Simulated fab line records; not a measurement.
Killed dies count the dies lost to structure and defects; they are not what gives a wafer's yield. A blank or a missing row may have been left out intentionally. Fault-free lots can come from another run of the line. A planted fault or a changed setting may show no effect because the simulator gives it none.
fab line records	flow n5_finfet	part 1 of 2: steps 1 to 17 of 23
[record] lots = 5	wafers = 15	last_day = 18
route steps=1938 shown FIN_SAQP@117
lots untouched by any fault: they come from a run of this same line in which no faults occurred
start_h: hours from the record's first day to the start of the lot's first wafer shown	wait_h: hours elapsed since this lot's preceding step	" identical to the entry in the row above	L1.1+2: several wafers, shown together as one row	- either no value or no given start	* or withheld: withheld	< > ~ a bound
route shown NAME@n: names a module that has steps shown in the file, with the first one's number in the route	usual: mean/standard deviation of fault-free wafers	same: alike in all rows	chamber/n: place in a boat	sites: per-site readings	_std_site: their standard deviation	_edge_site: mean of outer sites minus mean of inner sites	radius_mm: how far each site lies from the wafer's centre	mask NAME#n: copy n	behind: the most recent tool/chamber to have shaped the wafer	hold: what put the lot on hold/how long, in hours/how the hold closed	device: whichever transistor did not switch (one of n, p or np)	end of line: at the end of the route, the tests of the same wafers	where a step has no rows: the recipe by itself	killed: not the wafer's yield, but the dies lost to structure and defects at the first sort	map: the dies of a wafer, with x for killed, . for not killed, _ for no die there
set.NAME: the setting the step ran with; set.NAME@STEP: the setting that earlier step ran with	model.NAME: the simulator's own value behind a step, which no gauge read
lots at selected steps of the route; one table per step, one row per wafer
services: a tool's chamber out of use, with start hour (start_h, from the record's first day; less than 0 if before it), hours out, and reason
[[steps]]
[step N5_FIN_SAQP_STRIP_53]
[recipe] chemistry = N2/H2	temp_c = 40	n2_flow_sccm = 200	h2_flow_sccm = 200	rf_frequency_hz = 6e+07
lot.wafer	tool	chamber	start_h	wait_h
L079.2+4+6	rie_diel-06	3,1,1	52.59	0.0
L087.1+2+6	rie_diel-03	1,3,0	101.25	0.0
L090.3+4+5	rie_diel-06	2,1,1	119.25	0.0
L095.1+2+3	rie_diel-01	0,1,3	148.47	0.0
L097.1+4+5	rie_diel-01	2,1,3	160.55	0.0
[step N5_FIN_SAQP_HM_OPEN_73]
[recipe] chemistry = CHF3/O2	target = SiO2	stop_on = a-Si	target_depth_a = 120	over_etch_frac = 1.8	mask_material = SOC	time_s = 16.8	pressure_mtorr = 30	source_w = 650	bias_w = 170	Ar_flow_sccm = 200	CHF3_flow_sccm = 50	O2_flow_sccm = 5	ion_energy_ev = 200	ends = end_point
[usual] drypump_motor_current_A = 5.7/0.46	oes_product_au = 0.46/0.053	rf_vpp_V = 524/9.5	showerhead_plenum_p_Torr = 2.38/0.043	throttle_valve_pct = 18.88/0.28
lot.wafer	tool	chamber	start_h	wait_h	drypump_motor_current_A	oes_product_au	rf_hours_counter_h	rf_vpp_V	showerhead_plenum_p_Torr	throttle_valve_pct
L079.2	rie_diel-06	3	52.60	0.0	6.0	0.42	185	522	2.40	19.12
L079.4	"	1	"	"	5.8	0.42	178	532	2.39	18.90
L079.6	"	1	"	"	5.7	0.43	-	531	2.39	18.91
L087.1	rie_diel-03	1	101.26	0.0	5.8	0.41	249	527	2.45	18.65
L087.2	"	3	"	"	5.8	0.49	74	502	2.44	18.91
L087.6	"	0	"	"	5.2	0.44	-	532	2.32	18.80
L090.3	rie_diel-06	2	119.26	0.0	4.9	0.56	27	543	2.45	18.89
L090.4	"	1	"	"	5.8	0.42	199	532	2.38	18.94
L090.5	"	1	"	"	5.8	0.43	-	530	2.38	18.95
L095.1	rie_diel-01	0	148.48	0.0	4.8	0.41	220	529	2.40	19.27
L095.2	"	1	"	"	6.3	0.40	244	510	2.37	19.00
L095.3	"	3	"	"	6.1	0.50	64	519	2.35	18.40
L097.1	rie_diel-01	2	160.56	0.0	5.8	0.54	21	524	2.36	18.81
L097.4	"	1	"	"	6.3	0.41	249	508	2.37	19.02
L097.5	"	3	"	"	6.1	0.50	-	519	2.35	18.40
[step N5_FIN_SAQP_STRIP_74]
[recipe] chemistry = CHF3/O2	resist = SiARC	rf_frequency_hz = 6e+07
lot.wafer	tool	chamber	start_h	wait_h
L079.2+4+6	rie_diel-06	3,1,1	52.66	0.0
L087.1+2+6	rie_diel-03	1,3,0	101.32	0.0
L090.3+4+5	rie_diel-06	2,1,1	119.31	0.0
L095.1+2+3	rie_diel-01	0,1,3	148.53	0.0
L097.1+4+5	rie_diel-01	2,1,3	160.61	0.0
[step N5_FIN_SAQP_MANDREL_ETCH_22]
[recipe] target_depth_a = 600	chemistry = HBr/Cl2	target = a-Si	stop_on = SiNx	bt_time_s = 10	over_etch_frac = 0.5	time_s = 30	pressure_mtorr = 10	icp_w = 800	bias_w = 75	HBr_flow_sccm = 150	Cl2_flow_sccm = 80	ends = end_point
[usual] drypump_motor_current_A = 5.3/0.39	oes_product_au = 0.775/0.015	throttle_valve_pct = 35.5/0.32
lot.wafer	tool	chamber	start_h	wait_h	drypump_motor_current_A	oes_product_au	rf_hours_counter_h	throttle_valve_pct
L079.2	rie_si-05	3	52.70	0.0	5.4	0.747	42	36.2
L079.4	"	2	"	"	6.6	0.788	27	35.9
L079.6	"	1	"	"	5.8	0.769	-	35.5
L087.1	rie_si-04	2	101.35	0.0	5.0	0.780	142	35.8
L087.2	"	3	"	"	5.2	0.780	153	35.3
L087.6	"	3	"	"	5.2	0.780	-	35.3
L090.3	rie_si-04	1	119.35	0.0	5.2	0.781	55	35.3
L090.4	"	3	"	"	5.2	0.797	153	35.3
L090.5	"	1	"	"	5.3	0.781	-	35.3
L095.1	rie_si-04	1	148.56	0.0	5.2	0.775	56	35.3
L095.2	"	0	"	"	5.0	0.755	5	35.2
L095.3	"	3	"	"	5.2	0.791	154	35.3
L097.1	rie_si-03	2	160.64	0.0	5.5	0.765	107	35.8
L097.4	"	0	"	"	5.6	0.757	113	35.0
L097.5	"	0	"	"	5.7	0.748	-	35.0
[step N5_FIN_SAQP_STRIP_55]
[recipe] chemistry = N2/H2	power_w = 500	temp_c = 40	pressure_mtorr = 50	rf_frequency_hz = 6e+07	overash_fraction = 0.3	bias_power_w = 28	h2_frac = 0.5	n2_flow_sccm = 300	h2_flow_sccm = 300
[usual] drypump_motor_current_A = 5.7/0.43	oes_product_au = 0.78/0.099	rf_vpp_V = 121.7/1.5	showerhead_plenum_p_Torr = 3.31/0.077	temp_c = 40.00/0.11	throttle_valve_pct = 18.9/0.35
lot.wafer	tool	chamber	start_h	wait_h	drypump_motor_current_A	oes_product_au	rf_hours_counter_h	rf_vpp_V	showerhead_plenum_p_Torr	temp_c	throttle_valve_pct
L079.2	rie_diel-03	1	52.80	0.1	5.9	0.69	232	124.4	3.45	40.00	18.6
L079.4	"	2	"	"	5.8	0.72	212	117.0	3.20	40.11	19.0
L079.6	"	2	"	"	5.8	0.72	-	122.3	3.20	39.90	19.0
L087.1	rie_diel-01	2	101.61	0.2	5.8	0.99	2	120.9	3.28	40.13	18.6
L087.2	"	0	"	"	4.9	0.70	200	122.2	3.33	40.09	19.2
L087.6	"	2	"	"	5.8	1.00	-	121.0	3.28	40.11	18.6
L090.3	rie_diel-01	1	119.44	0.1	6.4	0.69	231	122.9	3.28	39.96	18.7
L090.4	"	2	"	"	5.8	0.95	8	119.7	3.28	40.02	18.6
L090.5	"	2	"	"	5.8	0.95	-	119.6	3.28	39.95	18.6
L095.1	rie_diel-03	1	148.66	0.1	5.9	0.95	10	122.1	3.43	39.90	18.2
L095.2	"	2	"	"	5.8	0.69	248	120.6	3.18	39.92	19.1
L095.3	"	0	"	"	5.2	0.71	181	121.6	3.23	39.95	19.2
L097.1	rie_diel-01	1	160.76	0.1	6.3	0.67	249	122.1	3.27	39.88	18.7
L097.4	"	2	"	"	5.8	0.91	21	120.4	3.27	39.84	18.6
L097.5	"	2	"	"	5.8	0.91	-	120.8	3.27	39.97	18.6
[step N5_FIN_SAQP_STRIP_23]
[recipe] chemistry = SPM	time_s = 750	temp_c = 130	h2so4_h2o2_vol_ratio = 4
[usual] bath_heat_duty_pct = 14.9/1.6	temp_c = 130.01/0.13
lot.wafer	tool	chamber	start_h	wait_h	bath_heat_duty_pct	temp_c
L079.2	wet_bench-04	1	52.86	-	15.4	129.78
L079.4	"	4	"	"	13.8	130.10
L079.6	"	0	"	"	15.6	130.11
L087.1	wet_bench-05	1	101.68	-	14.2	130.08
L087.2	"	4	"	"	12.1	130.07
L087.6	"	3	"	"	16.1	129.92
L090.3	wet_bench-05	5	119.51	-	14.1	130.00
L090.4	"	3	"	"	15.3	129.97
L090.5	"	2	"	"	12.3	129.97
L095.1	wet_bench-05	4	148.73	-	11.7	130.09
L095.2	"	3	"	"	14.1	130.18
L095.3	"	0	"	"	14.7	130.11
L097.1	wet_bench-05	2	160.82	-	13.3	130.14
L097.4	"	1	"	"	15.6	129.88
L097.5	"	3	"	"	15.7	130.08
[step N5_FIN_SAQP_SRD_66]
[recipe] dry = ipa_marangoni	time_s = 30	temp_c = 23	rinse_liquid = diw
[usual] bath_heat_duty_pct = 3.6/0.57	temp_c = 23.02/0.1
lot.wafer	tool	chamber	start_h	wait_h	bath_heat_duty_pct	temp_c
L079.2	wet_bench-04	1	53.07	0.0	3.8	23.05
L079.4	"	4	"	"	3.6	23.04
L079.6	"	0	"	"	3.6	23.10
L087.1	wet_bench-05	1	101.88	0.0	3.1	22.91
L087.2	"	4	"	"	2.9	23.08
L087.6	"	3	"	"	3.7	22.91
L090.3	wet_bench-05	5	119.72	0.0	2.8	22.94
L090.4	"	3	"	"	4.2	23.16
L090.5	"	2	"	"	4.1	23.03
L095.1	wet_bench-05	4	148.94	0.0	2.7	23.02
L095.2	"	3	"	"	3.7	23.01
L095.3	"	0	"	"	3.5	23.05
L097.1	wet_bench-05	2	161.05	0.0	2.6	23.11
L097.4	"	1	"	"	2.9	23.17
L097.5	"	3	"	"	4.1	22.88
[step N5_FIN_SAQP_RECESS_75]
[recipe] chemistry = HF/NH3	target = SiO2	target_depth_a = 144	afs_cycles = 3	temp_c = 30	sublimation_temp_c = 180	sublimation_time_s = 60
[usual] drypump_motor_current_A = 6.13/0.28	temp_c = 29.96/0.1
lot.wafer	tool	chamber	start_h	wait_h	drypump_motor_current_A	temp_c
L079.2	vapor_etch-01	1	53.12	0.0	6.57	29.89
L079.4	"	0	"	"	5.87	29.93
L079.6	"	0	"	"	5.89	29.75
L087.1	vapor_etch-01	1	101.93	0.0	6.58	29.96
L087.2	"	0	"	"	5.88	29.77
L087.6	"	0	"	"	5.89	29.84
L090.3	vapor_etch-02	0	119.89	0.1	5.91	30.00
L090.4	"	1	"	"	6.14	30.04
L090.5	"	0	"	"	5.94	29.91
L095.1	vapor_etch-01	1	149.85	0.9	6.52	30.12
L095.2	"	0	"	"	5.89	30.02
L095.3	"	0	"	"	5.90	29.90
L097.1	vapor_etch-01	1	161.10	0.0	6.56	29.96
L097.4	"	1	"	"	6.57	30.03
L097.5	"	1	"	"	6.57	29.96
[step N5_FIN_SAQP_SPACER1_ALD_24]
[recipe] material = SiO2	target_thk_a = 203	temp_c = 300	ald_precursor_family = BDEAS	ald_co_reactant = O2-plasma	pulse_time_s = 1	purge_time_s = 2	co_reactant_purge_time_s = 2	ald_cycles = 218	pressure_torr = 2
[usual] heater_power_w = 476/51	precursor_pulse_height_rel = 0.998/0.02
[same] ald_cycles = 218
lot.wafer	tool	chamber	start_h	wait_h	heater_power_w	precursor_pulse_height_rel
L079.2	ald_sin-02	0	53.54	0.3	445	1.001
L079.4	"	3	"	"	485	0.990
L079.6	"	1	"	"	532	0.992
L087.1	ald_sin-01	1	102.32	0.3	485	0.961
L087.2	"	2	"	"	453	0.974
L087.6	"	2	"	"	455	0.977
L090.3	ald_sin-02	2	120.15	0.1	489	1.041
L090.4	"	3	"	"	448	0.977
L090.5	"	2	"	"	463	0.982
L095.1	ald_sin-02	2	150.24	0.3	489	0.969
L095.2	"	1	"	"	494	0.984
L095.3	"	3	"	"	461	0.978
L097.1	ald_sin-02	0	161.70	0.5	432	0.994
L097.4	"	2	"	"	493	1.008
L097.5	"	0	"	"	435	1.017
[step N5_FIN_SAQP_SPACER1_ETCHBACK_25]
[recipe] chemistry = CHF3/O2	mode = anisotropic_etchback	target = SiO2	target_depth_a = 244	time_s = 12.2	pressure_mtorr = 30	source_w = 650	bias_w = 170	Ar_flow_sccm = 200	CHF3_flow_sccm = 50	O2_flow_sccm = 5	ion_energy_ev = 200
[usual] drypump_motor_current_A = 5.7/0.47	oes_product_au = 0.78/0.1	rf_vpp_V = 523/10	showerhead_plenum_p_Torr = 2.38/0.041	throttle_valve_pct = 18.93/0.28
lot.wafer	tool	chamber	start_h	wait_h	drypump_motor_current_A	oes_product_au	rf_hours_counter_h	rf_vpp_V	showerhead_plenum_p_Torr	throttle_valve_pct
L079.2	rie_diel-06	2	54.26	0.4	4.9	1.02	5	544	2.46	18.96
L079.4	"	0	"	"	5.8	0.84	74	520	2.35	18.61
L079.6	"	1	"	"	5.7	0.72	-	530	2.39	18.98
L087.1	rie_diel-03	3	103.03	0.4	5.8	0.81	75	501	2.44	18.98
L087.2	"	2	"	"	5.8	0.70	230	529	2.31	19.24
L087.6	"	2	"	"	5.8	0.71	-	530	2.30	19.25
L090.3	rie_diel-06	0	120.87	0.4	5.8	0.81	95	520	2.34	18.62
L090.4	"	1	"	"	5.7	0.72	200	532	2.38	19.02
L090.5	"	0	"	"	5.8	0.81	-	521	2.34	18.63
L095.1	rie_diel-01	2	150.95	0.4	5.7	0.90	17	524	2.37	18.89
L095.2	"	3	"	"	6.1	0.84	65	519	2.35	18.49
L095.3	"	1	"	"	6.3	0.67	245	510	2.37	19.09
L097.1	rie_diel-03	3	162.42	0.4	5.8	0.79	98	501	2.43	19.02
L097.4	"	1	"	"	5.9	0.94	-	526	2.44	18.34
L097.5	"	3	"	"	5.8	0.79	-	502	2.43	19.03
[step N5_FIN_SAQP_MANDREL1_REMOVE_56]
[recipe] chemistry = HBr/Cl2/O2	bt_time_s = 10	target = a-Si	stop_on = SiNx	endpoint = OES-SiCl	over_etch_frac = 1	icp_w = 600	bias_w = 22	HBr_flow_sccm = 150	Cl2_flow_sccm = 80	O2_flow_sccm = 5	pressure_mtorr = 10
[usual] drypump_motor_current_A = 5.6/0.41	oes_product_au = 1.000/0.019	throttle_valve_pct = 36.9/0.4
lot.wafer	tool	chamber	start_h	wait_h	drypump_motor_current_A	oes_product_au	rf_hours_counter_h	throttle_valve_pct
L079.2	rie_si-04	2	54.35	0.1	5.0	1.019	142	37.1
L079.4	"	0	"	"	5.0	1.001	3	36.5
L079.6	"	2	"	"	5.0	1.020	-	37.1
L087.1	rie_si-05	1	103.12	0.1	5.8	1.007	96	36.8
L087.2	"	2	"	"	6.6	0.995	28	37.3
L087.6	"	0	"	"	6.0	0.984	-	36.4
L090.3	rie_si-04	2	120.96	0.1	5.0	1.017	143	37.1
L090.4	"	0	"	"	5.0	1.002	4	36.5
L090.5	"	1	"	"	5.2	1.019	-	36.6
L095.1	rie_si-04	1	151.05	0.1	5.2	1.024	56	36.6
L095.2	"	2	"	"	5.0	1.010	143	37.1
L095.3	"	0	"	"	5.0	1.001	5	36.6
L097.1	rie_si-04	1	162.51	0.1	5.2	1.033	56	36.6
L097.4	"	2	"	"	5.0	1.028	144	37.1
L097.5	"	2	"	"	5.0	1.015	-	37.1
[step N5_FIN_SAQP_CD_MEAS_27]
[recipe] target_cd_nm = 20	landing_energy_ev = 1000	detector = se_inlens	polarity = line
[usual] cd_nm = 20.32/0.25
lot.wafer	tool	chamber	start_h	wait_h	cd_nm
L079.2	cd_sem-03	0	54.46	0.1	20.42
L079.4	"	0	"	"	20.04
L079.6	"	0	"	"	20.41
L087.1	cd_sem-02	0	103.23	0.1	20.32
L087.2	"	0	"	"	20.69
L087.6	"	0	"	"	20.31
L090.3	cd_sem-01	0	121.07	0.1	20.46
L090.4	"	0	"	"	20.32
L090.5	"	0	"	"	20.67
L095.1	cd_sem-03	0	151.16	0.1	20.27
L095.2	"	0	"	"	20.39
L095.3	"	0	"	"	20.74
L097.1	cd_sem-01	0	162.62	0.1	20.13
L097.4	"	0	"	"	20.23
L097.5	"	0	"	"	20.41
[step N5_FIN_SAQP_ETCH_57]
[recipe] chemistry = CH3F/O2	target = SiNx	mask_material = SiO2	target_depth_a = 325	time_s = 46.4	pressure_mtorr = 30	source_w = 395	bias_w = 73	Ar_flow_sccm = 150	CH3F_flow_sccm = 30	O2_flow_sccm = 20	ion_energy_ev = 120	ends = cleared
[usual] drypump_motor_current_A = 5.7/0.48	etch_rf_on_time_s = 46.4/1.3	oes_product_au = 0.66/0.083	rf_vpp_V = 297/5.2	showerhead_plenum_p_Torr = 1.98/0.038	throttle_valve_pct = 16.39/0.29
lot.wafer	tool	chamber	start_h	wait_h	drypump_motor_current_A	etch_rf_on_time_s	oes_product_au	rf_hours_counter_h	rf_vpp_V	showerhead_plenum_p_Torr	throttle_valve_pct
L079.2	rie_diel-01	2	54.50	0.0	5.7	47.7	0.56	243	297	1.97	16.68
L079.4	"	0	"	"	4.8	45.7	0.62	182	299	2.00	16.72
L079.6	"	1	"	"	6.3	47.0	0.60	-	289	1.98	16.51
L087.1	rie_diel-01	2	103.28	0.0	5.8	46.6	0.82	2	298	1.97	16.26
L087.2	"	1	"	"	6.3	46.5	0.58	227	290	1.97	16.53
L087.6	"	2	"	"	5.8	47.9	0.82	-	298	1.97	16.27
L090.3	rie_diel-03	0	121.11	0.0	5.2	47.0	0.62	171	301	1.92	16.30
L090.4	"	0	"	"	5.2	46.7	0.62	-	301	1.92	16.31
L090.5	"	2	"	"	5.8	48.6	0.59	-	301	1.91	16.73
L095.1	rie_diel-06	0	151.45	0.3	5.8	45.3	0.68	109	294	1.94	16.08
L095.2	"	2	"	"	4.9	44.3	0.79	33	308	2.03	16.43
L095.3	"	3	"	"	6.0	47.8	0.57	222	296	1.98	16.68
L097.1	rie_diel-01	0	162.66	0.0	4.9	45.2	0.59	225	300	1.99	16.78
L097.4	"	2	"	"	5.7	47.8	0.77	-	298	1.96	16.30
L097.5	"	3	"	"	6.1	46.6	0.71	-	295	1.95	15.92
[step N5_FIN_SAQP_ETCH_65]
[recipe] chemistry = CF4	target = SiO2	target_depth_a = 40	ion_energy_ev = 350	time_s = 4.4	pressure_mtorr = 10	icp_w = 800	bias_w = 400	cf4_flow_sccm = 80
[usual] drypump_motor_current_A = 5.6/0.45	oes_product_au = 1.004/0.021	throttle_valve_pct = 21.85/0.3
lot.wafer	tool	chamber	start_h	wait_h	drypump_motor_current_A	oes_product_au	rf_hours_counter_h	throttle_valve_pct
L079.2	rie_si-03	0	54.61	0.1	5.6	0.972	111	21.51
L079.4	"	1	"	"	5.8	1.012	104	22.07
L079.6	"	0	"	"	5.6	0.965	-	21.50
L087.1	rie_si-04	2	103.39	0.1	5.0	1.037	143	22.00
L087.2	"	1	"	"	5.2	0.998	55	21.73
L087.6	"	0	"	"	5.0	0.988	-	21.58
L090.3	rie_si-03	3	121.22	0.1	5.8	0.990	131	22.01
L090.4	"	2	"	"	5.5	1.021	107	22.11
L090.5	"	0	"	"	5.7	0.975	-	21.53
L095.1	rie_si-05	2	151.56	0.1	6.6	0.994	29	22.20
L095.2	"	0	"	"	6.0	1.007	64	21.26
L095.3	"	1	"	"	5.8	1.021	97	21.81
L097.1	rie_si-03	2	162.77	0.1	5.4	1.021	107	22.10
L097.4	"	0	"	"	5.7	0.976	113	21.50
L097.5	"	2	"	"	5.4	1.019	-	22.12
[step N5_FIN_SAQP_MANDREL_ETCH_58]
[recipe] chemistry = HBr/Cl2	target = a-Si	target_depth_a = 450	bt_time_s = 10	stop_on = SiNx	mask_material = SiO2	over_etch_frac = 0.8	time_s = 27	pressure_mtorr = 10	icp_w = 800	bias_w = 75	HBr_flow_sccm = 150	Cl2_flow_sccm = 80	ends = end_point
[usual] drypump_motor_current_A = 5.6/0.45	oes_product_au = 0.697/0.014	throttle_valve_pct = 35.8/0.39
lot.wafer	tool	chamber	start_h	wait_h	drypump_motor_current_A	oes_product_au	rf_hours_counter_h	throttle_valve_pct
L079.2	rie_si-03	0	54.64	0.0	5.7	0.675	111	35.3
L079.4	"	1	"	"	5.8	0.700	104	36.2
L079.6	"	0	"	"	5.7	0.684	-	35.3
L087.1	rie_si-04	2	103.42	0.0	5.0	0.726	143	36.0
L087.2	"	1	"	"	5.2	0.692	55	35.5
L087.6	"	0	"	"	5.0	0.690	-	35.4
L090.3	rie_si-03	3	121.26	0.0	5.8	0.688	131	36.0
L090.4	"	2	"	"	5.5	0.695	107	36.0
L090.5	"	0	"	"	5.7	0.684	-	35.3
L095.1	rie_si-05	2	151.59	0.0	6.6	0.694	29	36.1
L095.2	"	0	"	"	6.0	0.709	64	35.2
L095.3	"	1	"	"	5.8	0.690	97	35.7
L097.1	rie_si-03	2	162.81	0.0	5.5	0.695	107	36.0
L097.4	"	0	"	"	5.7	0.680	113	35.3
L097.5	"	2	"	"	5.5	0.707	-	36.0
[step N5_FIN_SAQP_RECESS_63]
[recipe] chemistry = HF/NH3	target = SiO2	target_depth_a = 180	afs_cycles = 3	temp_c = 30	sublimation_temp_c = 180	sublimation_time_s = 60
[usual] drypump_motor_current_A = 6.15/0.29	temp_c = 30.00/0.12
lot.wafer	tool	chamber	start_h	wait_h	drypump_motor_current_A	temp_c
L079.2	vapor_etch-02	1	54.72	0.1	6.13	29.89
L079.4	"	0	"	"	5.92	29.90
L079.6	"	0	"	"	5.92	29.80
L087.1	vapor_etch-01	0	103.50	0.1	5.89	30.07
L087.2	"	1	"	"	6.53	30.08
L087.6	"	1	"	"	6.56	30.12
L090.3	vapor_etch-01	0	121.46	0.2	5.89	30.04
L090.4	"	1	"	"	6.56	30.30
L090.5	"	1	"	"	6.57	30.30
L095.1	vapor_etch-01	0	151.71	0.1	5.89	30.10
L095.2	"	1	"	"	6.57	30.01
L095.3	"	0	"	"	5.90	29.80
L097.1	vapor_etch-01	1	162.89	0.1	6.57	30.01
L097.4	"	0	"	"	5.89	29.80
L097.5	"	0	"	"	5.87	29.84
[step N5_FIN_SAQP_COAT_68]
[recipe] resist = SOC	temp_c = 250	time_s = 60	spin_rpm = 1500	resist_thk_nm = 100
lot.wafer	tool	chamber	start_h	wait_h
L079.2+4+6	litho_track-01	0	55.11	0.3
L087.1+2+6	litho_track-01	0	103.88	0.3
L090.3+4+5	litho_track-03	0	121.73	0.2
L095.1+2+3	litho_track-03	0	152.10	0.3
L097.1+4+5	litho_track-05	0	163.28	0.3
